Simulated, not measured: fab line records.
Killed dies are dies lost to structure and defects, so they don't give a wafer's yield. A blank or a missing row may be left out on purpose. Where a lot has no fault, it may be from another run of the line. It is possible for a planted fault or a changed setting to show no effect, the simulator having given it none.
Which tool did it? -- flow nandHarc -- Sampling: 12 lots, 36 wafers, 7 of 1159 route steps

## WHAT EACH GAUGE READ, for each wafer
NHARC_P_CONTACT_CD_MEAS_12: target cd 90 nm. Usual: 90.1 nm for cdNm, sd 0.59.
lot,measured,on,cdNm (nm),flag
L175,day 5 13:44,cdSem-01,89.2 89.9 89.5,
L177,day 6 08:11,cdSem-01,90.5 90.6 89.4,
L178,day 6 10:14,cdSem-03,90.1 89.4 90.0,
L176,day 6 14:29,cdSem-03,90.8 90.5 90.6,
L180,day 6 19:36,cdSem-01,90.6 90.2 90.2,
L181,day 7 11:54,cdSem-02,89.8 89.8 90.0,
L182,day 7 14:07,cdSem-01,90.1 89.7 89.8,
L183,day 7 15:18,cdSem-01,91.0 89.9 91.0,
L187,day 8 17:28,cdSem-02,94.0 93.7 95.2,OFF
L195,day 10 17:17,cdSem-01,90.4 89.3 89.9,
L196,day 10 23:32,cdSem-02,90.8 90.3 91.0,
L197,day 11 08:46,cdSem-03,90.1 90.7 89.7,

NHARC_P_CONTACT_CD_MEAS_19. Usual: 89.9 nm for cdNm, sd 1.6.
lot,measured,on,cdNm (nm),flag
L175,day 5 14:49,cdSem-02,87.9 90.4 89.1,
L177,day 6 09:14,cdSem-02,92.4 90.9 90.3,
L178,day 6 11:17,cdSem-01,88.1 87.4 88.9,
L176,day 6 15:34,cdSem-03,88.1 89.1 90.9,
L180,day 6 20:40,cdSem-01,90.3 90.5 90.6,
L181,day 7 13:22,cdSem-01,90.7 86.5 89.4,
L182,day 7 15:11,cdSem-02,91.9 91.6 89.5,
L183,day 7 16:22,cdSem-01,89.8 88.8 89.9,
L187,day 8 18:40,cdSem-01,95.4 92.9 95.8,
L195,day 10 18:21,cdSem-01,88.3 90.7 87.3,
L196,day 11 00:35,cdSem-01,89.6 90.2 92.6,
L197,day 11 09:49,cdSem-03,88.7 91.8 89.9,

NHARC_END_SORT_01. Usual: killedAtArray 26, standard deviation 11; killedAtOther 0.6, standard deviation 1; killedAtPeriphery 3.1, standard deviation 2.1; killedDies 30, standard deviation 11; killedOpen 3.4, standard deviation 1.8; killedShort 2.1, standard deviation 1.5.
lot,measured,on,killedAtArray,killedAtOther,killedAtPeriphery,killedDies,killedOpen,killedShort,flag
L175,day 20 16:59,prober-01,21 26 27,0 0 1,5 3 5,26 29 33,5 3 4,2 4 2,
L177,day 19 19:59,prober-01,33 26 29,0 1 1,3 1 3,36 28 33,4 3 4,1 3 2,
L178,day 20 17:45,prober-02,18 27 26,0 0 0,4 7 5,22 34 31,6 5 6,3 4 3,
L176,day 20 09:11,prober-01,16 15 9,0 1 0,4 3 4,20 19 13,3 4 5,3 2 0,
L180,day 21 16:07,prober-01,32 26 27,1 0 0,0 3 3,33 29 30,2 4 4,2 1 2,
L181,day 21 22:19,prober-01,25 34 28,0 1 2,3 3 1,28 38 31,1 3 3,4 1 1,
L182,day 21 06:38,prober-02,15 15 16,0 0 1,9 3 2,24 18 19,3 1 3,1 2 0,
L183,day 21 08:16,prober-01,17 24 21,2 4 1,3 4 2,22 32 24,4 5 3,2 7 5,
L187,day 22 06:52,prober-01,34 50 43,0 0 0,1 2 0,35 52 43,4 2 3,0 3 3,
L195,day 24 19:11,prober-01,41 32 37,0 0 1,1 2 2,42 34 40,5 2 3,3 1 1,
L196,day 24 11:25,prober-02,33 46 45,1 0 0,5 3 3,39 49 48,5 3 6,3 5 2,
L197,day 24 19:13,prober-02,28 24 28,0 0 0,1 2 3,29 26 31,3 1 5,4 3 2,

## WHICH TOOL RAN EACH LOT (tool, then ch and the chambers of the sampled wafers, then the start)
lot,NHARC_P_GATE_STRIP_112,NHARC_P_GATE_STRIP_95,NHARC_P_GATE_DEGAS_109,NHARC_P_CONTACT_EXPOSE_09
L175,"plasmaAsher-02 ch 0,1, day 5 07:52","plasmaAsher-02 ch 0,1, day 5 10:25","pvdSputter-01, day 5 11:17","arfiScanner-03 ch 0, day 5 13:36"
L177,"plasmaAsher-02 ch 0,1, day 6 02:30","plasmaAsher-02 ch 0,1, day 6 04:45","pvdSputter-02, day 6 05:36","arfiScanner-01 ch 0, day 6 08:03"
L178,"plasmaAsher-01 ch 0,1, day 6 04:21","plasmaAsher-01 ch 0, day 6 06:44","pvdSputter-01, day 6 07:37","arfiScanner-02 ch 0, day 6 10:05"
L176,"plasmaAsher-02 ch 0,1, day 6 08:45","plasmaAsher-01 ch 0,1, day 6 11:02","pvdSputter-02, day 6 11:55","arfiScanner-01 ch 0, day 6 14:20"
L180,"plasmaAsher-02 ch 0,1, day 6 13:41","plasmaAsher-02 ch 0,1, day 6 16:03","pvdSputter-01, day 6 16:55","arfiScanner-02 ch 0, day 6 19:28"
L181,"plasmaAsher-01 ch 0,1, day 7 06:01","plasmaAsher-02 ch 0,1, day 7 08:28","pvdSputter-03, day 7 09:20","arfiScanner-02 ch 0, day 7 11:46"
L182,"plasmaAsher-01 ch 0,1, day 7 08:22","plasmaAsher-02 ch 0,1, day 7 10:41","pvdSputter-03, day 7 11:32","arfiScanner-03 ch 0, day 7 13:59"
L183,"plasmaAsher-02 ch 0,1, day 7 08:38","plasmaAsher-01 ch 0,1, day 7 11:20","pvdSputter-02, day 7 12:21","arfiScanner-03 ch 0, day 7 15:10"
L187,"plasmaAsher-02 ch 0,1, day 8 11:38","plasmaAsher-02 ch 0,1, day 8 13:59","pvdSputter-01, day 8 14:53","arfiScanner-03 ch 0, day 8 17:19"
L195,"plasmaAsher-01 ch 0,1, day 10 11:17","plasmaAsher-02 ch 0,1, day 10 13:40","pvdSputter-02, day 10 14:35","arfiScanner-01 ch 0, day 10 17:10"
L196,"plasmaAsher-02 ch 0,1, day 10 17:48","plasmaAsher-02 ch 0,1, day 10 20:14","pvdSputter-03, day 10 21:05","arfiScanner-01 ch 0, day 10 23:24"
L197,"plasmaAsher-01 ch 0,1, day 11 02:12","plasmaAsher-01 ch 0,1, day 11 04:37","pvdSputter-03, day 11 05:40","arfiScanner-01 ch 0, day 11 08:37"
- NHARC_P_GATE_STRIP_112: strips in N2/H2, time 200 s.
- NHARC_P_GATE_STRIP_95: strips in O2.
- NHARC_P_GATE_DEGAS_109: time 60 s.
- NHARC_P_CONTACT_EXPOSE_09: exposes mask P CA, target cd 90 nm.

## AS READ BY THE TOOLS THEMSELVES (means over the sampled wafers that have a number; for cases with no such wafer, the mark the record gives instead)
NHARC_P_GATE_STRIP_112. Usual: drypumpMotorCurrentA 6.25 A, standard deviation 0.091; heaterPowerW 88 W, standard deviation 5.3; rfReflPowerW 24 W, standard deviation 11.
lot,tool,drypumpMotorCurrentA (A),heaterPowerW (W),rfReflPowerW (W),flag
L175,plasmaAsher-02,6.26,87,20,
L177,plasmaAsher-02,6.27,87,21,
L178,plasmaAsher-01,6.21,82,24,
L176,plasmaAsher-02,6.25,88,19,
L180,plasmaAsher-02,6.36,92,22,
L181,plasmaAsher-01,6.15,86,35,
L182,plasmaAsher-01,6.16,85,33,
L183,plasmaAsher-02,6.24,87,21,
L187,plasmaAsher-02,6.37,92,23,
L195,plasmaAsher-01,6.17,83,24,
L196,plasmaAsher-02,6.30,92,23,
L197,plasmaAsher-01,6.16,84,35,

NHARC_P_GATE_STRIP_95. Usual: drypumpMotorCurrentA 6.24 A, standard deviation 0.096; heaterPowerW 327 W, standard deviation 20; rfReflPowerW 25 W, standard deviation 11.
lot,tool,drypumpMotorCurrentA (A),heaterPowerW (W),rfReflPowerW (W),flag
L175,plasmaAsher-02,6.30,330,20,
L177,plasmaAsher-02,6.28,328,20,
L178,plasmaAsher-01,6.20,304,14,
L176,plasmaAsher-01,6.15,317,33,
L180,plasmaAsher-02,6.27,332,20,
L181,plasmaAsher-02,6.28,330,20,
L182,plasmaAsher-02,6.30,342,22,
L183,plasmaAsher-01,6.19,310,24,
L187,plasmaAsher-02,6.28,335,21,
L195,plasmaAsher-02,6.32,339,22,
L196,plasmaAsher-02,6.28,332,21,
L197,plasmaAsher-01,6.16,328,33,

NHARC_P_GATE_DEGAS_109. Usual: 460 W for heaterPowerW, sd 42.
lot,tool,heaterPowerW (W),flag
L175,pvdSputter-01,409,
L177,pvdSputter-02,447,
L178,pvdSputter-01,451,
L176,pvdSputter-02,443,
L180,pvdSputter-01,446,
L181,pvdSputter-03,463,
L182,pvdSputter-03,466,
L183,pvdSputter-02,412,
L187,pvdSputter-01,463,
L195,pvdSputter-02,450,
L196,pvdSputter-03,457,
L197,pvdSputter-03,453,

## THE ANSWER, worked out from the rows above alone
Rule: a lot is off if the mean of its wafers that have a number lies more than 3 standard deviations from the usual mean. A lot without any number at a reading at which 4 lots or more have one is off too. All remaining lots with rows at the step are treated as sound. After the gauges, taken in route order, come the tools' own readings; for these a lot's mean is taken, as printed above. At the first step where some lot is off, the reading lying furthest off is the one used; lots without a number count as furthest.
Off: L187, at NHARC_P_CONTACT_CD_MEAS_12 (cdNm).
If a tool, at a process step before that reading, ran all the lots that are off and no sound lot after the first of them, it fits. Gauges at NHARC_P_CONTACT_CD_MEAS_12: tried the same way as those tools. Undecided on this evidence; 2 tools fit (pvdSputter-01 at NHARC_P_GATE_DEGAS_109, arfiScanner-03 at NHARC_P_CONTACT_EXPOSE_09).

## WHAT THE SIMULATOR HAD INSERTED
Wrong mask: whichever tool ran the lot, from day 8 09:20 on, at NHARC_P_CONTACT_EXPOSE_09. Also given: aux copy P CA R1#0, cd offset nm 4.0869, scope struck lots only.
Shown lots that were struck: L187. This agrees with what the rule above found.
